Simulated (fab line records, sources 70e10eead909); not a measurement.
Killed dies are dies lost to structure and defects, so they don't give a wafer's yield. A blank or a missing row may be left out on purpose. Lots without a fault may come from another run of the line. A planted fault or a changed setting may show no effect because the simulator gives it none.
Chamber matching | flow nand_harc | NHARC_A_CHANNEL_FILL_D1_ALD_25 on ald_hk-03: 4 sister chambers
The step deposits SiOx, target thk 60 nm, pulse time 10 s, ald cycles 600. 7 wafers are shown with their chamber, then 7 later ones without.

WAFERS WITH THEIR CHAMBER
wafer  | chamber | heater_power_w (W) | susceptor_temp_C (C)
L085.3 | 1       | 438                | 300.03
L085.4 | 3       | 489                | 300.30
L086.1 | 1       | 439                | 299.80
L086.4 | 2       | 491                | 300.25
L086.6 | 0       | 466                | 300.27
L089.1 | 0       | 457                | 299.60
L089.2 | 2       | 496                | 300.17

WAFERS WITHOUT THEIR CHAMBER
wafer  | heater_power_w (W) | susceptor_temp_C (C)
L089.5 | 464                | 300.07
L091.1 | 461                | 300.11
L091.3 | 476                | 300.31
L091.4 | 495                | 299.96
L094.3 | 461                | 300.04
L094.4 | 441                | 300.12
L094.6 | 434                | 300.14

WHICH CHAMBER EACH WENT THROUGH
wafer  | from the rows above          | in truth
L089.5 | 0                            | 0
L091.1 | 0                            | 0
L091.3 | can't be placed: 3 or 0 or 2 | 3
L091.4 | can't be placed: 2 or 3      | 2
L094.3 | 0                            | 0
L094.4 | 1                            | 1
L094.6 | 1                            | 1
Placed correctly: 5 of 7. Can't be placed from these rows: 2 (the true chamber is among the candidates in 2). Placed wrongly: 0.
How it was worked out, from the rows above alone: a wafer's distance from a chamber is the root of the sum, over the readings, of the square of ((its reading less the chamber's mean) divided by the reading's scatter). The wafer belongs to the nearest chamber; if the next one is less than 2 further off, it can't be placed. A chamber's mean is the mean of its shown wafers. The scatter: the root of (the sum of the squares of (reading less its chamber's mean) over the shown wafers, divided by (wafers less chambers)).
